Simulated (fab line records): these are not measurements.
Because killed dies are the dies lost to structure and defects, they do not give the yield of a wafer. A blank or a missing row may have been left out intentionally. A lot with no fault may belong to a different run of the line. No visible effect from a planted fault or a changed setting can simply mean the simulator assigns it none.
fab line records ; flow nandHarc
record: lots: 24; wafers: 72; lastDay: 33
route steps=1302 shown A_CONTACT@1059 A_M1@1179 A_BONDPAD@1203 HYBRID_BOND@1242
lots with no fault: from the same line, run without faults
startH: hours from the record's opening day to when the first of the lot's shown wafers began ; waitH: time in hours since the lot's previous step ; " unchanged from the row above ; L1.1+2: several wafers, shown together as one row ; - no value present, or no start provided ; * or withheld: withheld ; < > ~ a bound
route shown NAME@n: NAME is a module with steps in the file, n the number in the route of the first one ; usual: the fault-free wafers' mean and standard deviation ; same: alike in all rows ; chamber/n: place in a boat ; sites: each site's reading ; _std_site: standard deviation of those values ; _edge_site: inner sites' mean taken away from outer sites' mean ; radiusMm: for every site, how far away it sits from the centre of the wafer ; mask NAME#n: copy n ; behind: the most recent tool/chamber to have shaped the wafer ; hold: why the lot went on hold/how many hours it stayed there/how the hold came to an end ; device: transistor that didn't switch, given as n, p or np ; end of line: tests run on the same wafers once the route is complete ; for a step that has no rows: nothing shown but its recipe ; killed: not the wafer's yield, but the dies lost to structure and defects at the first sort ; map: the dies of a wafer, with x for killed, . for not killed, _ for no die there
set.NAME: setting as actually run; set.NAME@STEP: the setting as run at that earlier step ; model.NAME: the simulator's own value behind a step, which no gauge read
a sample of lots followed through the steps of the route, with each step as a table and each wafer as a row
services: from which hour (startH, from the record's first day; less than 0 if before it) a tool's chamber was out of use, for how many hours, and why
== steps ==
step: NHARC_A_CONTACT_CD_MEAS_80
usual: cdNm: 289.8/0.7
lot.wafer;tool;chamber;startH;waitH;cdNm
L076.1;cdSem-02;-;515.71;-;290.1
L076.2;cdSem-02;-;515.71;-;291.1
L076.4;cdSem-02;-;515.71;-;289.7
L074.1;cdSem-03;-;516.62;-;289.6
L074.5;cdSem-03;-;516.62;-;289.6
L074.6;cdSem-03;-;516.62;-;289.2
L075.2;cdSem-01;-;525.19;-;290.4
L075.4;cdSem-01;-;525.19;-;289.5
L075.5;cdSem-01;-;525.19;-;290.0
L077.3;cdSem-01;-;530.42;-;290.4
L077.4;cdSem-01;-;530.42;-;290.9
L077.5;cdSem-01;-;530.42;-;290.8
L078.1;cdSem-03;-;539.07;-;290.6
L078.3;cdSem-03;-;539.07;-;289.3
L078.4;cdSem-03;-;539.07;-;290.5
L079.1;cdSem-01;-;556.62;-;289.9
L079.2;cdSem-01;-;556.62;-;290.5
L079.3;cdSem-01;-;556.62;-;291.2
L080.2;cdSem-02;-;562.36;-;289.5
L080.3;cdSem-02;-;562.36;-;289.9
L080.5;cdSem-02;-;562.36;-;289.9
L081.3;cdSem-03;-;586.77;-;290.0
L081.5;cdSem-03;-;586.77;-;289.7
L081.6;cdSem-03;-;586.77;-;290.1
L082.2;cdSem-02;-;599.67;-;290.0
L082.4;cdSem-02;-;599.67;-;289.6
L082.5;cdSem-02;-;599.67;-;289.6
L083.2;cdSem-01;-;601.48;-;288.8
L083.3;cdSem-01;-;601.48;-;289.2
L083.6;cdSem-01;-;601.48;-;288.9
L084.3;cdSem-01;-;618.39;-;290.5
L084.5;cdSem-01;-;618.39;-;290.9
L084.6;cdSem-01;-;618.39;-;290.4
L086.2;cdSem-01;-;618.95;-;290.7
L086.5;cdSem-01;-;618.95;-;290.9
L086.6;cdSem-01;-;618.95;-;291.0
L087.3;cdSem-01;-;625.97;-;289.1
L087.5;cdSem-01;-;625.97;-;289.1
L087.6;cdSem-01;-;625.97;-;289.5
L085.3;cdSem-03;-;627.26;-;289.5
L085.4;cdSem-03;-;627.26;-;289.8
L085.5;cdSem-03;-;627.26;-;289.4
L088.1;cdSem-02;-;648.09;-;291.1
L088.3;cdSem-02;-;648.09;-;290.2
L088.6;cdSem-02;-;648.09;-;290.4
L089.1;cdSem-01;-;653.35;-;290.4
L089.4;cdSem-01;-;653.35;-;289.8
L089.5;cdSem-01;-;653.35;-;290.5
L090.2;cdSem-02;-;657.96;-;288.5
L090.3;cdSem-02;-;657.96;-;288.2
L090.6;cdSem-02;-;657.96;-;288.7
L091.3;cdSem-03;-;682.25;-;289.5
L091.4;cdSem-03;-;682.25;-;289.1
L091.5;cdSem-03;-;682.25;-;289.6
L092.1;cdSem-01;-;686.83;-;289.5
L092.2;cdSem-01;-;686.83;-;289.8
L092.5;cdSem-01;-;686.83;-;289.4
L093.1;cdSem-03;-;693.58;-;289.0
L093.5;cdSem-03;-;693.58;-;289.2
L093.6;cdSem-03;-;693.58;-;288.7
L094.1;cdSem-02;-;702.35;-;290.0
L094.2;cdSem-02;-;702.35;-;289.6
L094.5;cdSem-02;-;702.35;-;289.4
L096.2;cdSem-01;-;714.71;-;289.6
L096.3;cdSem-01;-;714.71;-;289.3
L096.4;cdSem-01;-;714.71;-;288.8
L095.2;cdSem-01;-;717.95;-;288.7
L095.4;cdSem-01;-;717.95;-;289.0
L095.5;cdSem-01;-;717.95;-;289.0
L097.2;cdSem-02;-;732.02;-;290.1
L097.3;cdSem-02;-;732.02;-;289.9
L097.6;cdSem-02;-;732.02;-;289.2
step: NHARC_A_M1_CD_MEAS_09
recipe: targetCdNm: 120; landingEnergyEv: 500
usual: cdNm: 120.0/0.54
same: landingEnergyEv: 500
lot.wafer;tool;chamber;startH;waitH;cdNm
L076.1;cdSem-01;0;533.29;-;119.9
L076.2;cdSem-01;0;533.29;-;120.8
L076.4;cdSem-01;0;533.29;-;120.4
L074.1;cdSem-03;0;534.62;-;119.4
L074.5;cdSem-03;0;534.62;-;119.8
L074.6;cdSem-03;0;534.62;-;119.7
L075.2;cdSem-02;0;547.35;-;119.6
L075.4;cdSem-02;0;547.35;-;120.3
L075.5;cdSem-02;0;547.35;-;119.7
L077.3;cdSem-03;0;548.74;-;120.2
L077.4;cdSem-03;0;548.74;-;120.7
L077.5;cdSem-03;0;548.74;-;120.5
L078.1;cdSem-02;0;557.37;-;120.0
L078.3;cdSem-02;0;557.37;-;120.0
L078.4;cdSem-02;0;557.37;-;120.7
L079.1;cdSem-02;0;581.52;-;119.6
L079.2;cdSem-02;0;581.52;-;120.3
L079.3;cdSem-02;0;581.52;-;119.9
L080.2;cdSem-01;0;587.25;-;119.9
L080.3;cdSem-01;0;587.25;-;118.9
L080.5;cdSem-01;0;587.25;-;118.7
L081.3;cdSem-01;0;605.45;-;119.5
L081.5;cdSem-01;0;605.45;-;119.9
L081.6;cdSem-01;0;605.45;-;119.7
L082.2;cdSem-02;0;618.40;-;119.4
L082.4;cdSem-02;0;618.40;-;119.3
L082.5;cdSem-02;0;618.40;-;119.8
L083.2;cdSem-03;0;622.94;-;120.3
L083.3;cdSem-03;0;622.94;-;120.1
L083.6;cdSem-03;0;622.94;-;119.4
L086.2;cdSem-02;0;639.50;-;120.4
L086.5;cdSem-02;0;639.50;-;121.2
L086.6;cdSem-02;0;639.50;-;121.2
L084.3;cdSem-02;0;640.65;-;119.3
L084.5;cdSem-02;0;640.65;-;120.2
L084.6;cdSem-02;0;640.65;-;119.2
L087.3;cdSem-01;0;643.91;-;119.7
L087.5;cdSem-01;0;643.91;-;119.5
L087.6;cdSem-01;0;643.91;-;120.4
L085.3;cdSem-01;0;645.40;-;119.6
L085.4;cdSem-01;0;645.40;-;119.9
L085.5;cdSem-01;0;645.40;-;119.3
L088.1;cdSem-02;0;666.85;-;119.0
L088.3;cdSem-02;0;666.85;-;119.8
L088.6;cdSem-02;0;666.85;-;120.0
L089.1;cdSem-03;0;671.35;-;119.9
L089.4;cdSem-03;0;671.35;-;120.5
L089.5;cdSem-03;0;671.35;-;120.3
L090.2;cdSem-02;0;680.06;-;120.9
L090.3;cdSem-02;0;680.06;-;120.7
L090.6;cdSem-02;0;680.06;-;120.0
L091.3;cdSem-01;0;701.31;-;120.8
L091.4;cdSem-01;0;701.31;-;121.1
L091.5;cdSem-01;0;701.31;-;121.0
L092.1;cdSem-02;0;705.85;-;120.0
L092.2;cdSem-02;0;705.85;-;120.0
L092.5;cdSem-02;0;705.85;-;120.2
L093.1;cdSem-01;0;713.09;-;119.8
L093.5;cdSem-01;0;713.09;-;119.3
L093.6;cdSem-01;0;713.09;-;119.7
L094.1;cdSem-01;0;720.93;-;120.0
L094.2;cdSem-01;0;720.93;-;119.8
L094.5;cdSem-01;0;720.93;-;119.7
L096.2;cdSem-02;0;733.52;-;120.2
L096.3;cdSem-02;0;733.52;-;119.5
L096.4;cdSem-02;0;733.52;-;120.1
L095.2;cdSem-01;0;735.84;-;120.3
L095.4;cdSem-01;0;735.84;-;119.5
L095.5;cdSem-01;0;735.84;-;119.5
L097.2;cdSem-02;0;754.89;-;119.9
L097.3;cdSem-02;0;754.89;-;120.9
L097.6;cdSem-02;0;754.89;-;120.3
step: NHARC_A_M1_INSPECT_27
usual: rawDefectCount: 538/140
lot.wafer;tool;chamber;startH;waitH;rawDefectCount
L076.1;defectInspect-02;-;536.07;0.0;460
L076.2;defectInspect-02;-;536.07;0.0;673
L076.4;defectInspect-02;-;536.07;0.0;569
L074.1;defectInspect-01;-;537.38;0.0;371
L074.5;defectInspect-01;-;537.38;0.0;399
L074.6;defectInspect-01;-;537.38;0.0;459
L075.2;defectInspect-01;-;550.09;0.0;521
L075.4;defectInspect-01;-;550.09;0.0;520
L075.5;defectInspect-01;-;550.09;0.0;700
L077.3;defectInspect-02;-;551.91;0.0;627
L077.4;defectInspect-02;-;551.91;0.0;486
L077.5;defectInspect-02;-;551.91;0.0;771
L078.1;defectInspect-02;-;560.13;0.0;694
L078.3;defectInspect-02;-;560.13;0.0;601
L078.4;defectInspect-02;-;560.13;0.0;666
L079.1;defectInspect-01;-;584.29;0.0;669
L079.2;defectInspect-01;-;584.29;0.0;908
L079.3;defectInspect-01;-;584.29;0.0;599
L080.2;defectInspect-01;-;590.28;0.0;376
L080.3;defectInspect-01;-;590.28;0.0;366
L080.5;defectInspect-01;-;590.28;0.0;374
L081.3;defectInspect-02;-;608.24;0.0;825
L081.5;defectInspect-02;-;608.24;0.0;632
L081.6;defectInspect-02;-;608.24;0.0;1109
L082.2;defectInspect-02;-;621.20;0.0;436
L082.4;defectInspect-02;-;621.20;0.0;504
L082.5;defectInspect-02;-;621.20;0.0;416
L083.2;defectInspect-02;-;626.07;0.0;654
L083.3;defectInspect-02;-;626.07;0.0;748
L083.6;defectInspect-02;-;626.07;0.0;641
L086.2;defectInspect-01;-;642.29;0.0;502
L086.5;defectInspect-01;-;642.29;0.0;406
L086.6;defectInspect-01;-;642.29;0.0;445
L084.3;defectInspect-02;-;643.41;0.0;492
L084.5;defectInspect-02;-;643.41;0.0;528
L084.6;defectInspect-02;-;643.41;0.0;543
L087.3;defectInspect-02;-;646.67;0.0;468
L087.5;defectInspect-02;-;646.67;0.0;749
L087.6;defectInspect-02;-;646.67;0.0;595
L085.3;defectInspect-01;-;648.36;0.0;368
L085.4;defectInspect-01;-;648.36;0.0;612
L085.5;defectInspect-01;-;648.36;0.0;428
L088.1;defectInspect-02;-;669.61;0.0;461
L088.3;defectInspect-02;-;669.61;0.0;512
L088.6;defectInspect-02;-;669.61;0.0;674
L089.1;defectInspect-02;-;674.13;0.0;448
L089.4;defectInspect-02;-;674.13;0.0;349
L089.5;defectInspect-02;-;674.13;0.0;430
L090.2;defectInspect-01;-;682.82;0.0;377
L090.3;defectInspect-01;-;682.82;0.0;434
L090.6;defectInspect-01;-;682.82;0.0;447
L091.3;defectInspect-01;-;704.09;0.0;455
L091.4;defectInspect-01;-;704.09;0.0;461
L091.5;defectInspect-01;-;704.09;0.0;463
L092.1;defectInspect-02;-;708.65;0.0;454
L092.2;defectInspect-02;-;708.65;0.0;579
L092.5;defectInspect-02;-;708.65;0.0;445
L093.1;defectInspect-02;-;715.85;0.0;627
L093.5;defectInspect-02;-;715.85;0.0;979
L093.6;defectInspect-02;-;715.85;0.0;671
L094.1;defectInspect-01;-;723.67;0.0;388
L094.2;defectInspect-01;-;723.67;0.0;553
L094.5;defectInspect-01;-;723.67;0.0;409
L096.2;defectInspect-02;-;736.31;0.0;526
L096.3;defectInspect-02;-;736.31;0.0;512
L096.4;defectInspect-02;-;736.31;0.0;478
L095.2;defectInspect-01;-;738.62;0.0;346
L095.4;defectInspect-01;-;738.62;0.0;475
L095.5;defectInspect-01;-;738.62;0.0;449
L097.2;defectInspect-01;-;757.69;0.0;426
L097.3;defectInspect-01;-;757.69;0.0;432
L097.6;defectInspect-01;-;757.69;0.0;397
step: NHARC_A_BONDPAD_CMP_29
recipe: targetThkNm: 200; material: SiCN
usual: motorCurrentA: 12.0/1.4
lot.wafer;tool;chamber;startH;waitH;motorCurrentA
L076.1;cmp-03;0;537.18;-;14.9
L076.2;cmp-03;1;537.18;-;11.6
L076.4;cmp-03;2;537.18;-;11.3
L074.1;cmp-01;2;538.51;-;12.9
L074.5;cmp-01;1;538.51;-;10.5
L074.6;cmp-01;2;538.51;-;12.6
L075.2;cmp-03;2;551.20;-;10.9
L075.4;cmp-03;3;551.20;-;10.7
L075.5;cmp-03;2;551.20;-;11.3
L077.3;cmp-04;1;553.01;-;12.8
L077.4;cmp-04;3;553.01;-;13.1
L077.5;cmp-04;2;553.01;-;14.8
L078.1;cmp-04;3;561.26;-;12.4
L078.3;cmp-04;0;561.26;-;11.1
L078.4;cmp-04;1;561.26;-;12.4
L079.3;cmp-01;3;585.40;-;11.5
L079.2;cmp-01;0;585.40;-;11.0
L079.1;cmp-01;1;585.40;-;10.8
L080.2;cmp-03;0;591.43;-;14.0
L080.3;cmp-03;1;591.43;-;10.9
L080.5;cmp-03;3;591.43;-;10.5
L081.3;cmp-03;3;609.43;-;10.6
L081.6;cmp-03;0;609.43;-;13.6
L081.5;cmp-03;1;609.43;-;11.6
L082.4;cmp-01;1;622.34;-;11.0
L082.2;cmp-01;3;622.34;-;11.4
L082.5;cmp-01;0;622.34;-;11.1
L083.2;cmp-04;1;627.17;-;12.9
L083.3;cmp-04;3;627.17;-;13.5
L083.6;cmp-04;2;627.17;-;14.8
L086.2;cmp-03;3;643.39;-;10.2
L086.6;cmp-03;3;643.39;-;10.5
L086.5;cmp-03;0;643.39;-;13.8
L084.3;cmp-03;0;644.57;-;14.6
L084.6;cmp-03;2;644.57;-;11.3
L084.5;cmp-03;3;644.57;-;10.6
L087.3;cmp-04;2;647.86;-;14.7
L087.5;cmp-04;2;647.86;-;14.4
L087.6;cmp-04;3;647.86;-;13.8
L085.3;cmp-03;2;649.46;-;11.0
L085.4;cmp-03;3;649.46;-;10.8
L085.5;cmp-03;3;649.46;-;10.3
L088.3;cmp-03;0;670.74;-;13.7
L088.1;cmp-03;1;670.74;-;11.2
L088.6;cmp-03;3;670.74;-;10.3
L089.4;cmp-03;1;675.43;0.3;11.8
L089.1;cmp-03;2;675.43;0.3;11.0
L089.5;cmp-03;3;675.43;0.3;10.8
L090.3;cmp-01;2;684.39;-;12.8
L090.2;cmp-01;3;684.39;-;11.7
L090.6;cmp-01;1;684.39;-;10.9
L091.4;cmp-01;1;705.25;-;10.8
L091.3;cmp-01;2;705.25;-;12.8
L091.5;cmp-01;3;705.25;-;11.5
L092.1;cmp-01;1;709.76;-;10.6
L092.2;cmp-01;0;709.76;-;11.4
L092.5;cmp-01;1;709.76;-;11.0
L093.1;cmp-01;0;716.95;-;11.3
L093.5;cmp-01;0;716.95;-;10.3
L093.6;cmp-01;1;716.95;-;10.8
L094.1;cmp-04;1;724.78;-;12.1
L094.2;cmp-04;2;724.78;-;14.6
L094.5;cmp-04;1;724.78;-;13.1
L096.4;cmp-03;2;737.52;-;10.3
L096.2;cmp-03;3;737.52;-;10.4
L096.3;cmp-03;0;737.52;-;14.1
L095.4;cmp-03;3;739.75;-;10.4
L095.2;cmp-03;0;739.75;-;14.1
L095.5;cmp-03;3;739.75;-;10.6
L097.3;cmp-04;1;758.79;-;12.3
L097.2;cmp-04;0;758.79;-;11.6
L097.6;cmp-04;1;758.79;-;12.6
step: NHARC_A_BONDPAD_PRE_CLEAN_26
recipe: timeS: 30; tempC: 280; gas: H2/He
usual: heaterPowerW: 414/41
lot.wafer;tool;chamber;startH;waitH;heaterPowerW
L076.4;pvdSputter-02;-;-;-;416
L076.1;pvdSputter-02;-;-;-;443
L076.2;pvdSputter-02;-;-;-;489
L074.1;pvdSputter-03;-;-;-;344
L074.6;pvdSputter-03;-;-;-;363
L074.5;pvdSputter-03;-;-;-;437
L075.2;pvdSputter-03;-;-;-;355
L075.4;pvdSputter-03;-;-;-;427
L075.5;pvdSputter-03;-;-;-;349
L077.4;pvdSputter-01;-;-;-;438
L077.3;pvdSputter-01;-;-;-;385
L077.5;pvdSputter-01;-;-;-;430
L078.3;pvdSputter-02;-;-;-;435
L078.1;pvdSputter-02;-;-;-;478
L078.4;pvdSputter-02;-;-;-;445
L079.1;pvdSputter-03;-;-;-;418
L079.2;pvdSputter-03;-;-;-;452
L079.3;pvdSputter-03;-;-;-;357
L080.2;pvdSputter-03;-;-;-;459
L080.3;pvdSputter-03;-;-;-;348
L080.5;pvdSputter-03;-;-;-;443
L081.3;pvdSputter-02;-;-;-;426
L081.5;pvdSputter-02;-;-;-;420
L081.6;pvdSputter-02;-;-;-;437
L082.2;pvdSputter-03;-;-;-;358
L082.4;pvdSputter-03;-;-;-;415
L082.5;pvdSputter-03;-;-;-;456
L083.3;pvdSputter-02;-;-;-;436
L083.2;pvdSputter-02;-;-;-;489
L083.6;pvdSputter-02;-;-;-;426
L086.2;pvdSputter-01;-;-;-;420
L086.5;pvdSputter-01;-;-;-;396
L086.6;pvdSputter-01;-;-;-;373
L084.3;pvdSputter-01;-;-;-;379
L084.5;pvdSputter-01;-;-;-;374
L084.6;pvdSputter-01;-;-;-;424
L087.3;pvdSputter-01;-;-;-;400
L087.5;pvdSputter-01;-;-;-;378
L087.6;pvdSputter-01;-;-;-;426
L085.3;pvdSputter-02;-;-;-;431
L085.4;pvdSputter-02;-;-;-;449
L085.5;pvdSputter-02;-;-;-;420
L088.3;pvdSputter-03;-;-;-;427
L088.1;pvdSputter-03;-;-;-;451
L088.6;pvdSputter-03;-;-;-;348
L089.1;pvdSputter-01;-;-;-;391
L089.4;pvdSputter-01;-;-;-;380
L089.5;pvdSputter-01;-;-;-;418
L090.2;pvdSputter-03;-;-;-;361
L090.3;pvdSputter-03;-;-;-;432
L090.6;pvdSputter-03;-;-;-;352
L091.3;pvdSputter-01;-;-;-;377
L091.4;pvdSputter-01;-;-;-;388
L091.5;pvdSputter-01;-;-;-;382
L092.2;pvdSputter-02;-;-;-;419
L092.1;pvdSputter-02;-;-;-;451
L092.5;pvdSputter-02;-;-;-;513
L093.1;pvdSputter-01;-;-;-;425
L093.5;pvdSputter-01;-;-;-;371
L093.6;pvdSputter-01;-;-;-;416
L094.1;pvdSputter-03;-;-;-;386
L094.2;pvdSputter-03;-;-;-;472
L094.5;pvdSputter-03;-;-;-;378
L096.4;pvdSputter-03;-;-;-;469
L096.3;pvdSputter-03;-;-;-;388
L096.2;pvdSputter-03;-;-;-;419
L095.2;pvdSputter-01;-;-;-;377
L095.4;pvdSputter-01;-;-;-;428
L095.5;pvdSputter-01;-;-;-;388
L097.2;pvdSputter-02;-;-;-;459
L097.3;pvdSputter-02;-;-;-;513
L097.6;pvdSputter-02;-;-;-;420
step: NHARC_HYBRID_BOND_OVL_MEAS_05
usual: overlayXNm: 1/31; overlayYNm: 0/31
lot.wafer;tool;chamber;startH;waitH;overlayXNm;overlayYNm
L074.1;overlay-02;-;549.93;0.4;-51;-22
L074.5;overlay-02;-;549.93;0.4;34;20
L074.6;overlay-02;-;549.93;0.4;42;-43
L076.1;overlay-01;-;549.93;0.4;-5;-11
L076.2;overlay-01;-;549.93;0.4;8;29
L076.4;overlay-01;-;549.93;0.4;67;17
L075.2;overlay-02;-;564.11;0.4;5;11
L075.4;overlay-02;-;564.11;0.4;-10;14
L075.5;overlay-02;-;564.11;0.4;-7;25
L077.3;overlay-01;-;564.11;0.4;49;80
L077.4;overlay-01;-;564.11;0.4;64;1
L077.5;overlay-01;-;564.11;0.4;12;51
L078.1;overlay-02;-;574.21;0.4;9;5
L078.3;overlay-02;-;574.21;0.4;-10;12
L078.4;overlay-02;-;574.21;0.4;34;-7
L079.1;overlay-01;-;600.38;0.4;74;-11
L079.2;overlay-01;-;600.38;0.4;-6;-13
L079.3;overlay-01;-;600.38;0.4;-1;55
L080.2;overlay-02;-;604.76;0.4;-38;4
L080.3;overlay-02;-;604.76;0.4;-16;-53
L080.5;overlay-02;-;604.76;0.4;-70;33
L081.3;overlay-01;-;623.84;0.4;14;-48
L081.5;overlay-01;-;623.84;0.4;11;8
L081.6;overlay-01;-;623.84;0.4;-4;-23
L082.2;overlay-02;-;635.33;0.4;28;7
L082.4;overlay-02;-;635.33;0.4;16;41
L082.5;overlay-02;-;635.33;0.4;-16;-7
L083.2;overlay-01;-;640.27;0.4;24;51
L083.3;overlay-01;-;640.27;0.4;31;-20
L083.6;overlay-01;-;640.27;0.4;29;20
L086.2;overlay-02;-;656.51;0.4;-57;-32
L086.5;overlay-02;-;656.51;0.4;-23;-48
L086.6;overlay-02;-;656.51;0.4;10;-26
L084.3;overlay-01;-;656.52;0.4;73;27
L084.5;overlay-01;-;656.52;0.4;-2;-3
L084.6;overlay-01;-;656.52;0.4;-3;2
L087.3;overlay-02;-;662.13;0.4;1;35
L087.5;overlay-02;-;662.13;0.4;0;30
L087.6;overlay-02;-;662.13;0.4;-10;-9
L085.3;overlay-01;-;662.13;0.4;-37;3
L085.4;overlay-01;-;662.13;0.4;-20;-24
L085.5;overlay-01;-;662.13;0.4;6;-82
L088.1;overlay-01;-;683.67;0.4;-16;22
L088.3;overlay-01;-;683.67;0.4;34;-2
L088.6;overlay-01;-;683.67;0.4;46;10
L089.1;overlay-02;-;692.37;0.4;-3;-33
L089.4;overlay-02;-;692.37;0.4;-12;14
L089.5;overlay-02;-;692.37;0.4;-7;-31
L090.2;overlay-01;-;697.44;0.4;-47;22
L090.3;overlay-01;-;697.44;0.4;-52;-2
L090.6;overlay-01;-;697.44;0.4;68;-4
L092.1;overlay-02;-;721.63;0.4;0;43
L092.2;overlay-02;-;721.63;0.4;3;10
L092.5;overlay-02;-;721.63;0.4;22;-5
L091.3;overlay-01;-;721.63;0.4;-88;-9
L091.4;overlay-01;-;721.63;0.4;0;49
L091.5;overlay-01;-;721.63;0.4;-55;-43
L093.1;overlay-02;-;729.90;0.4;-9;26
L093.5;overlay-02;-;729.90;0.4;24;-32
L093.6;overlay-02;-;729.90;0.4;26;-22
L094.1;overlay-01;-;741.49;0.4;31;-27
L094.2;overlay-01;-;741.49;0.4;26;80
L094.5;overlay-01;-;741.49;0.4;18;19
L096.2;overlay-02;-;755.57;0.4;8;-44
L096.3;overlay-02;-;755.57;0.4;-74;29
L096.4;overlay-02;-;755.57;0.4;29;36
L095.2;overlay-02;-;755.58;0.4;7;-23
L095.4;overlay-02;-;755.58;0.4;12;-6
L095.5;overlay-02;-;755.58;0.4;-8;-21
L097.2;overlay-02;-;771.80;0.4;-18;57
L097.3;overlay-02;-;771.80;0.4;1;18
L097.6;overlay-02;-;771.80;0.4;14;-30
== services ==
tool;chamber;startH;hours;kind
cmp-03;-;518.74;0.6;repair
cmp-01;-;521.00;1.2;repair
pvdSputter-03;-;526.03;10.0;pm
pvdSputter-01;-;536.02;0.6;repair
cmp-03;-;537.66;10.0;repair
cmp-04;-;541.99;3.2;repair
cmp-01;-;548.28;0.4;repair
cmp-03;-;554.88;4.0;pm
cmp-03;-;560.85;0.6;repair
cmp-01;-;578.03;4.0;pm
pvdSputter-01;-;582.00;10.0;pm
cmp-04;-;601.07;4.0;pm
cmp-01;-;625.37;3.6;repair
cmp-01;-;635.40;1.8;repair
pvdSputter-02;-;638.00;10.0;pm
cmp-03;-;652.88;4.0;pm
cmp-01;-;663.53;1.6;repair
cmp-01;-;676.03;4.0;pm
pvdSputter-01;-;687.57;7.6;repair
cmp-04;-;699.07;4.0;pm
pvdSputter-03;-;704.03;10.0;pm
pvdSputter-03;-;733.46;1.7;repair
cmp-03;-;750.93;4.0;pm
pvdSputter-01;-;760.00;10.0;pm
== key ==
fault none
